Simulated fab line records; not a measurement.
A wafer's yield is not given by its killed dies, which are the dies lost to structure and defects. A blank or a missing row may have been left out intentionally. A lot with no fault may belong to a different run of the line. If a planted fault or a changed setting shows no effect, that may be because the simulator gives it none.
fab line records	flow nand_harc
[record] lots = 11	wafers = 33	last_day = 32
route steps=1302 shown P_CONTACT@229 END@1302
lots that met no fault: taken from a fault-free run of the same line
start_h: hours from the record's first day to the start of the lot's first wafer shown	wait_h: time in hours since the lot's previous step	" as in the row above	L1.1+2: several wafers, shown together as one row	- value missing, or start not given	* or withheld: withheld	< > ~ a bound
route shown NAME@n: names a module that has steps shown in the file, with the first one's number in the route	usual: mean/standard deviation taken from wafers without a fault	same: alike in all rows	chamber/n: place in a boat	sites: per-site readings	_std_site: the standard deviation of these	_edge_site: inner sites' mean taken away from outer sites' mean	radius_mm: how far each site lies from the wafer's centre	mask NAME#n: copy n	behind: tool/chamber where the wafer was last shaped	hold: reason for holding the lot/hours on hold/outcome of the hold	device: the n, p or np transistor that did not switch	end of line: tests run on the same wafers once the route is complete	a step with no rows: only its recipe	killed: the dies lost at the first sort to structure and to defects; this is not the yield of the wafer	map: the dies of a wafer, with x for killed, . for not killed, _ for no die there
set.NAME: setting as actually run; set.NAME@STEP: the setting as run at that earlier step	model.NAME: the simulator's own value behind a step, which no gauge read
route steps across a sampled set of lots; one table per step, one row per wafer
services: from which hour (start_h, from the record's first day; less than 0 if before it) a tool's chamber was out of use, for how many hours, and why
[[steps]]
[step NHARC_P_CONTACT_EXPOSE_09]
[recipe] na = 1.35	target_cd_nm = 90	dose_mj = 81.26	mask_id = P_CA
[usual] exposure_dose_mJ_cm2 = 81.20/0.093
[same] na = 1.35
lot.wafer	tool	chamber	start_h	wait_h	mask	exposure_dose_mJ_cm2
L991.2	arfi_scanner-02	0	123.42	-	P_CA#0	81.27
L991.3	"	0	"	"	P_CA#0	81.05
L991.4	"	0	"	"	P_CA#0	81.03
L992.2	arfi_scanner-03	0	124.31	-	P_CA#0	81.14
L992.5	"	0	"	"	P_CA#0	81.22
L992.6	"	0	"	"	P_CA#0	81.24
L993.2	arfi_scanner-01	0	134.50	-	P_CA#0	81.17
L993.3	"	0	"	"	P_CA#0	81.22
L993.6	"	0	"	"	P_CA#0	81.21
L998.1	arfi_scanner-03	0	185.69	-	P_CA#0	81.24
L998.3	"	0	"	"	P_CA#0	81.30
L998.5	"	0	"	"	P_CA#0	81.11
L101.1	arfi_scanner-01	0	213.25	-	P_CA_R1#0	81.28
L101.3	"	0	"	"	P_CA_R1#0	81.18
L101.4	"	0	"	"	P_CA_R1#0	81.33
L100.1	arfi_scanner-03	0	214.28	-	P_CA#0	81.21
L100.3	"	0	"	"	P_CA#0	81.25
L100.4	"	0	"	"	P_CA#0	81.12
L109.1	arfi_scanner-01	0	306.39	-	P_CA#0	81.32
L109.3	"	0	"	"	P_CA#0	81.14
L109.5	"	0	"	"	P_CA#0	81.14
L110.2	arfi_scanner-03	0	311.61	-	P_CA#0	81.14
L110.3	"	0	"	"	P_CA#0	81.27
L110.6	"	0	"	"	P_CA#0	81.32
L111.1	arfi_scanner-01	0	315.99	-	P_CA#0	81.29
L111.3	"	0	"	"	P_CA#0	81.41
L111.4	"	0	"	"	P_CA#0	81.31
L112.2	arfi_scanner-01	0	328.77	-	P_CA#0	81.28
L112.3	"	0	"	"	P_CA#0	81.26
L112.5	"	0	"	"	P_CA#0	81.34
L114.1	arfi_scanner-01	0	345.81	-	P_CA#0	81.22
L114.3	"	0	"	"	P_CA#0	81.30
L114.4	"	0	"	"	P_CA#0	81.27
[step NHARC_P_CONTACT_CD_MEAS_12]
[recipe] target_cd_nm = 90	landing_energy_ev = 500
[usual] cd_nm = 89.8/0.86
[same] landing_energy_ev = 500
lot.wafer	tool	chamber	start_h	wait_h	cd_nm
L991.2	cd_sem-03	0	123.55	-	90.3
L991.3	"	0	"	"	90.5
L991.4	"	0	"	"	89.6
L992.2	cd_sem-03	0	124.44	-	89.9
L992.5	"	0	"	"	90.8
L992.6	"	0	"	"	90.3
L993.2	cd_sem-02	0	134.64	-	89.4
L993.3	"	0	"	"	89.8
L993.6	"	0	"	"	89.1
L998.1	cd_sem-01	0	185.83	-	89.8
L998.3	"	0	"	"	90.3
L998.5	"	0	"	"	90.1
L101.1	cd_sem-02	0	213.39	-	87.3
L101.3	"	0	"	"	87.7
L101.4	"	0	"	"	87.5
L100.1	cd_sem-03	0	214.42	-	90.4
L100.3	"	0	"	"	90.1
L100.4	"	0	"	"	90.6
L109.1	cd_sem-01	0	306.53	-	89.1
L109.3	"	0	"	"	89.1
L109.5	"	0	"	"	89.6
L110.2	cd_sem-01	0	311.75	-	90.4
L110.3	"	0	"	"	89.1
L110.6	"	0	"	"	89.2
L111.1	cd_sem-02	0	316.13	-	92.0
L111.3	"	0	"	"	91.6
L111.4	"	0	"	"	90.9
L112.2	cd_sem-03	0	328.90	-	90.5
L112.3	"	0	"	"	89.3
L112.5	"	0	"	"	88.7
L114.1	cd_sem-01	0	345.95	-	89.6
L114.3	"	0	"	"	89.7
L114.4	"	0	"	"	90.1
[step NHARC_P_CONTACT_ETCH_35]
[recipe] target_depth_a = 390	over_etch_frac = 0.3	time_s = 65	ion_energy_ev = 80	cf4_flow_sccm = 150	ar_flow_sccm = 0	rf_w = 300	bias_w = 100	chemistry = CF4
[usual] drypump_motor_current_A = 5.7/0.36	oes_product_au = 0.999/0.01	rf_fwd_power_W = 297.4/0.97	rf_vpp_V = 151.3/1.1	showerhead_plenum_p_Torr = 1.77/0.067	throttle_valve_pct = 13.283/0.0094
[same] over_etch_frac = 0.3
lot.wafer	tool	chamber	start_h	wait_h	drypump_motor_current_A	oes_product_au	rf_fwd_power_W	rf_hours_counter_h	rf_vpp_V	showerhead_plenum_p_Torr	throttle_valve_pct
L991.3	rie_diel-08	0	123.83	0.1	5.6	0.980	297.2	2.3	152.0	1.73	13.289
L991.2	"	1	"	"	5.6	0.974	297.6	2.0	149.4	1.69	13.282
L991.4	"	2	"	"	5.6	0.995	296.7	1.6	150.4	1.88	13.278
L992.2	rie_diel-05	0	124.72	0.1	6.0	0.995	297.6	0.9	152.8	1.90	13.280
L992.6	"	3	"	"	5.0	0.992	296.1	-	151.7	1.69	13.271
L992.5	"	0	"	"	6.0	0.998	297.1	-	153.2	1.90	13.276
L993.3	rie_diel-08	0	134.92	0.1	5.6	0.996	297.2	2.8	151.2	1.73	13.293
L993.2	"	1	"	"	5.6	0.981	298.3	2.7	150.2	1.69	13.286
L993.6	"	2	"	"	5.6	0.999	296.5	-	152.7	1.88	13.281
L998.3	rie_diel-05	0	186.11	0.1	6.1	0.987	298.8	3.0	154.0	1.89	13.290
L998.1	"	2	"	"	6.0	1.010	297.0	2.5	150.4	1.81	13.291
L998.5	"	3	"	"	5.0	0.980	297.3	-	151.5	1.69	13.275
L101.1	rie_diel-05	0	213.66	0.1	6.0	0.995	299.5	4.0	153.4	1.89	13.284
L101.4	"	1	"	"	5.3	0.990	295.5	3.7	149.0	1.69	13.284
L101.3	"	3	"	"	5.0	0.989	296.8	4.4	149.4	1.69	13.290
L100.4	rie_diel-02	0	214.69	0.1	5.6	1.011	297.9	9.0	151.7	1.81	13.283
L100.1	"	1	"	"	5.5	1.004	296.9	9.5	151.2	1.78	13.274
L100.3	"	2	"	"	5.5	0.998	298.0	8.9	152.2	1.80	13.290
L109.1	rie_diel-05	3	306.83	0.1	5.0	0.998	296.6	1.4	149.4	1.69	13.288
L109.3	"	0	"	"	6.1	1.022	296.4	1.4	152.2	1.89	13.280
L109.5	"	2	"	"	5.9	0.998	299.5	-	151.8	1.80	13.286
L110.2	rie_diel-02	3	312.03	0.1	6.0	1.003	296.6	3.7	150.9	1.73	13.296
L110.3	"	0	"	"	5.6	1.020	297.6	4.1	152.6	1.81	13.295
L110.6	"	2	"	"	5.5	1.018	297.4	-	150.9	1.80	13.280
L111.3	rie_diel-02	0	316.43	0.1	5.6	1.006	298.6	4.5	151.8	1.81	13.304
L111.1	"	2	"	"	5.5	1.000	297.4	4.4	150.9	1.80	13.292
L111.4	"	3	"	"	5.9	1.001	296.3	-	150.3	1.73	13.277
L112.2	rie_diel-08	1	329.19	0.1	5.6	0.990	296.7	2.9	150.7	1.69	13.282
L112.3	"	2	"	"	5.6	1.004	298.0	2.8	152.1	1.88	13.277
L112.5	"	3	"	"	6.3	1.008	297.6	-	151.5	1.75	13.288
L114.1	rie_diel-08	2	346.22	0.1	5.6	0.997	296.8	3.4	152.9	1.88	13.295
L114.3	"	3	"	"	6.4	1.001	297.1	3.5	152.4	1.75	13.281
L114.4	"	0	"	"	5.6	1.014	295.9	3.5	150.6	1.73	13.293
[step NHARC_P_CONTACT_ETCH_18]
[recipe] target_depth_a = 4810	time_s = 240.5	c4f8_flow_sccm = 20	o2_flow_sccm = 10	ar_flow_sccm = withheld	rf_w = 600	bias_w = 1500	chemistry = C4F8/O2/Ar
[usual] oes_product_au = 0.960/0.017	rf_fwd_power_W = 598.3/1.9	rf_vpp_V = 978/5.1
lot.wafer	tool	chamber	start_h	wait_h	oes_product_au	rf_fwd_power_W	rf_hours_counter_h	rf_vpp_V
L991.4	rie_diel-08	0	-	-	0.939	598.0	2.4	976
L991.2	"	1	"	"	0.929	600.3	2.3	972
L991.3	"	2	"	"	0.936	596.9	1.8	987
L992.2	rie_diel-05	1	-	-	0.977	600.9	1.1	972
L992.6	"	1	"	"	0.966	596.9	-	972
L992.5	"	2	"	"	0.976	600.7	-	981
L993.3	rie_diel-08	1	-	-	0.952	600.7	2.8	971
L993.2	"	2	"	"	0.959	597.7	2.5	988
L993.6	"	0	"	"	0.977	597.7	-	976
L998.1	rie_diel-05	1	-	-	0.964	602.7	3.0	972
L998.3	"	3	"	"	0.924	597.6	3.5	971
L998.5	"	1	"	"	0.954	601.8	-	972
L101.4	rie_diel-05	1	-	-	0.908	595.6	3.8	973
L101.1	"	3	"	"	0.915	599.0	4.6	972
L101.3	"	0	"	"	0.919	594.4	4.3	986
L100.4	rie_diel-02	1	-	-	0.975	598.3	9.7	980
L100.1	"	2	"	"	0.954	597.9	9.1	982
L100.3	"	3	"	"	0.965	597.5	8.6	976
L109.1	rie_diel-05	3	-	-	0.954	596.8	1.7	972
L109.3	"	0	"	"	0.972	601.3	1.7	988
L109.5	"	3	"	"	0.943	595.0	-	972
L110.2	rie_diel-02	0	-	-	0.968	596.1	4.3	981
L110.3	"	3	"	"	0.952	594.4	4.0	976
L110.6	"	2	"	"	0.967	598.3	-	980
L111.1	rie_diel-02	3	-	-	0.962	599.3	4.4	975
L111.3	"	2	"	"	0.966	597.9	4.7	982
L111.4	"	2	"	"	0.971	596.6	-	981
L112.3	rie_diel-08	3	-	-	0.962	599.1	3.1	976
L112.2	"	1	"	"	0.955	599.3	3.1	973
L112.5	"	2	"	"	0.965	601.5	-	986
L114.4	rie_diel-08	0	-	-	0.935	596.9	3.8	975
L114.3	"	1	"	"	0.917	599.5	3.8	972
L114.1	"	2	"	"	0.925	599.3	3.6	987
[step NHARC_P_CONTACT_CVD_23]
[recipe] target_thk_a = 2000	temp_c = 300	pressure_torr = 40	wf6_flow_sccm = 40	h2_flow_sccm = 1600	ar_flow_sccm = 1560	time_s = 557	material = W
[usual] heater_power_w = 519/37	throttle_valve_pct = 8.0/0.51
lot.wafer	tool	chamber	start_h	wait_h	heater_power_w	throttle_valve_pct
L991.2	cvd_w-02	1	-	-	555	7.8
L991.3	"	1	"	"	546	7.9
L991.4	"	0	"	"	516	7.8
L992.2	cvd_w-02	0	-	-	507	8.5
L992.6	"	1	"	"	532	7.6
L992.5	"	0	"	"	528	8.5
L993.2	cvd_w-02	0	-	-	520	8.3
L993.3	"	0	"	"	518	8.6
L993.6	"	0	"	"	520	7.9
L998.1	cvd_w-02	1	-	-	555	7.5
L998.3	"	0	"	"	519	8.1
L998.5	"	0	"	"	512	8.4
L101.1	cvd_w-02	0	-	-	517	8.5
L101.3	"	0	"	"	521	8.6
L101.4	"	1	"	"	567	7.8
L100.1	cvd_w-01	0	-	-	458	7.2
L100.4	"	0	"	"	449	7.5
L100.3	"	1	"	"	496	8.8
L109.1	cvd_w-02	0	-	-	494	8.5
L109.3	"	1	"	"	602	7.3
L109.5	"	1	"	"	587	7.5
L110.2	cvd_w-02	1	-	-	590	7.3
L110.3	"	0	"	"	502	8.5
L110.6	"	1	"	"	607	7.7
L111.1	cvd_w-01	1	-	-	491	8.7
L111.4	"	0	"	"	467	7.2
L111.3	"	1	"	"	493	8.5
L112.2	cvd_w-01	1	-	-	499	8.6
L112.3	"	0	"	"	486	7.6
L112.5	"	0	"	"	474	7.5
L114.1	cvd_w-02	1	-	-	579	7.4
L114.3	"	0	"	"	498	8.4
L114.4	"	1	"	"	612	7.4
[step NHARC_END_SORT_01]
[recipe] temp_c = 25
[usual] killed_at_array = 54/12	killed_at_other = 0.7/1.1	killed_at_periphery = 3.9/2.8	killed_dies = 59/13	killed_open = 3.4/2	killed_short = 2.5/1.7
[same] gross_dies = 677
lot.wafer	tool	chamber	start_h	wait_h	killed_at_array	killed_at_other	killed_at_periphery	killed_dies	killed_open	killed_short
L991.2	prober-01	0	578.14	2.8	44	1	5	50	6	5
L991.3	prober-01	0	578.94	3.1	49	1	7	57	8	4
L991.4	prober-01	0	579.74	3.4	48	1	5	54	7	2
// killed by level:class
L991.2 A_CHANNEL_HOLE_D2:chamber_film_flake=25 P_GATE:chamber_film_flake=4 A_CONTACT:chamber_film_flake=3 A_CHANNEL_FILL_D2:geometric_particle:short=2 A_BLC:geometric_particle:open=2 A_DECK1_JOINT:chamber_film_flake=2 A_WL_FILL:chamber_film_flake=2 P_M0:geometric_particle:short=1
L991.3 A_CHANNEL_HOLE_D2:chamber_film_flake=26 P_GATE:chamber_film_flake=4 A_DECK1_JOINT:chamber_film_flake=4 A_WL_FILL:chamber_film_flake=3 A_CHANNEL_HOLE_D2:geometric_particle:open=2 A_M0:geometric_particle:open=2 A_SLIT:chamber_film_flake=2 P_M0:geometric_particle:open=1
L991.4 A_CHANNEL_HOLE_D2:chamber_film_flake=26 A_STAIRCASE:chamber_film_flake=5 P_GATE:chamber_film_flake=4 A_WL_FILL:geometric_particle:open=3 A_DECK1_JOINT:chamber_film_flake=3 A_SLIT:chamber_film_flake=3 A_CONTACT:chamber_film_flake=2 P_M1:geometric_particle:open=1
[[services]]
tool	chamber	start_h	hours	kind
rie_diel-08	2	105.58	6.3	repair
cvd_w-01	-	119.02	29.5	repair
rie_diel-02	2	129.64	6.4	repair
rie_diel-08	1	139.27	3.9	repair
arfi_scanner-02	-	140.00	4.0	pm
arfi_scanner-01	-	176.21	6.2	repair
cvd_w-02	-	177.56	8.8	repair
cvd_w-01	-	185.00	13.0	pm
rie_diel-08	-	190.80	9.0	pm
arfi_scanner-03	-	196.00	4.0	pm
rie_diel-02	-	216.70	9.0	pm
cvd_w-02	-	223.73	1.4	repair
rie_diel-05	-	229.60	9.0	pm
arfi_scanner-03	-	232.67	3.8	repair
arfi_scanner-01	-	235.76	0.7	repair
cvd_w-02	-	249.00	3.9	repair
arfi_scanner-01	-	252.00	4.0	pm
rie_diel-08	2	257.98	5.4	repair
cvd_w-02	-	269.39	13.0	pm
arfi_scanner-01	-	294.27	7.5	repair
rie_diel-05	1	306.42	2.3	repair
rie_diel-02	1	311.72	13.4	repair
arfi_scanner-03	-	315.28	2.0	repair
cvd_w-02	-	324.23	1.0	repair
[[key]]
[first_sign] step = NHARC_P_CONTACT_EXPOSE_09	reading = mask	direction = changed
[effect] step = NHARC_P_CONTACT_CD_MEAS_12	reading = cd_nm	direction = down	sigmas = 2.8	usual = 89.8	struck = 87.5
met_at NHARC_P_CONTACT_EXPOSE_09
struck_lots L101
tester_left_out L101
not_acting_at NHARC_P_CONTACT_ETCH_35,NHARC_P_CONTACT_ETCH_18,NHARC_P_CONTACT_CVD_23
onset_between 134.50 213.25
[fault] kind = wrong_mask	tool = any	chamber = -	onset_h = 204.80	steps = NHARC_P_CONTACT_EXPOSE_09	aux_copy = P_CA_R1#0	cd_offset_nm = -2.9784	scope = struck_lots_only
// tester_left_out: of these lots the tester's yield and bins aren't shown, on N5 and GAA mostly nor the transistor test; their killed dies are dies lost to structure and defects alone, not to doping, threshold or leakage, so they don't give the yield
